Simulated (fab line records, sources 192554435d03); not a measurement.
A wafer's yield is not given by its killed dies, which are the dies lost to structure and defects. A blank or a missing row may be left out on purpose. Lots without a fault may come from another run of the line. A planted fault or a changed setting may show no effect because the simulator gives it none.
8D (eight disciplines) problem report, filled in by code	flow n5_finfet	the parts of the form that need people (team, actions taken, sign-off) are left out

## 1. PROBLEM STATEMENT
killed_at_M0_to_M3 at N5_PASSIVATION_PROBE_49 reads a mean of 156 on 6 wafers of 2 lots; wafers without a fault read 36 with a standard deviation of 9.9. That puts it +12 standard deviations away from the usual mean.
Earliest sighting: wafer L393.2 on prober-01 at day 14 19:38. The record holds 6 wafers of 2 lots with a number at this step. Rule for "out", or "out of limits": more than 4 standard deviations from the usual mean. The rest of the wafers with a number are treated as sound.

## 2. WHAT IT IS AND WHAT IT IS NOT
question	is	is not
which readings at this step	killed_at_M0_to_M3, defect_limited_yield, killed_dies, sort_bin_5_function, sort_n_pass, sort_yield_pct	killed_at_contacts, killed_at_front_end, killed_at_other, killed_open, killed_short
which lots	L391, L393	-
which wafers of those lots	all that have a number	-
read on which tools	prober-01, prober-02	-
when	from day 14 19:38	up to then (0 sound wafers)

## 3. SUSPECTS, AND WHAT RULES EACH OUT
Counting: a tool stays on the suspect list if, at a process step up to the reading, it processed all lots that are out and no sound lot following the first of them.
- pvd_sputter-02 at N5_BEOL_M1_SPUTTER_86 (material Cu, target thk 4.5 nm, time 8.29 s): kept. It ran every lot that is out, first L391 (day 8 18:28), and no sound lot after that.
Left after counting: pvd_sputter-02 at N5_BEOL_M1_SPUTTER_86.

## 4. THE CAUSE (what the simulator had put in)
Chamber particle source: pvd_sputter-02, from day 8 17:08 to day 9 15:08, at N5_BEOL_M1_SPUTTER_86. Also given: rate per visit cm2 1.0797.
This tool alone remained once counting was done.

## 5. SEQUENCE OF EFFECTS, ordered by route
Rows list readings where the struck wafers' mean (over those with a number) sits beyond 3 standard deviations from the usual. Readings are gone through only where the record gives a usual standard deviation; hours: the median, over the lots, of the time from a lot's start at the first step in this table giving one to that lot's start at this step; sigmas: the change measured in usual standard deviations.
hours	step	reading	usual	on struck wafers	change	sigmas
0	N5_PASSIVATION_PROBE_49	defect_limited_yield	90.9 %	80.8	-10.1	-6.7
0	N5_PASSIVATION_PROBE_49	killed_at_M0_to_M3	36	156	+120	+12
0	N5_PASSIVATION_PROBE_49	killed_dies	107	227	+120	+6.7
0	N5_PASSIVATION_PROBE_49	sort_bin_5_function	5.3 %	12.3	+7.0	+6.4
0	N5_PASSIVATION_PROBE_49	sort_n_pass	1073	953	-120	-6.7
0	N5_PASSIVATION_PROBE_49	sort_yield_pct	90.9 %	80.8	-10.1	-6.7
Process steps it contains:
- N5_PASSIVATION_PROBE_49

## 6. WHAT WOULD HAVE CAUGHT IT SOONER
146 hours passed between the start of the fault at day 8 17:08 and the first reading out of limits in this record, taken at day 14 19:38.
Of the tool readings at N5_BEOL_M1_SPUTTER_86 for which the record gives a usual standard deviation, none was out on any struck wafer, so an alarm limit of 4 standard deviations on them would not have fired.
By day 14 19:38 the whole set of lots that are out, 2 in number, had already begun N5_BEOL_M1_SPUTTER_86 on pvd_sputter-02. Holding the tool at that point would not have protected any of them.
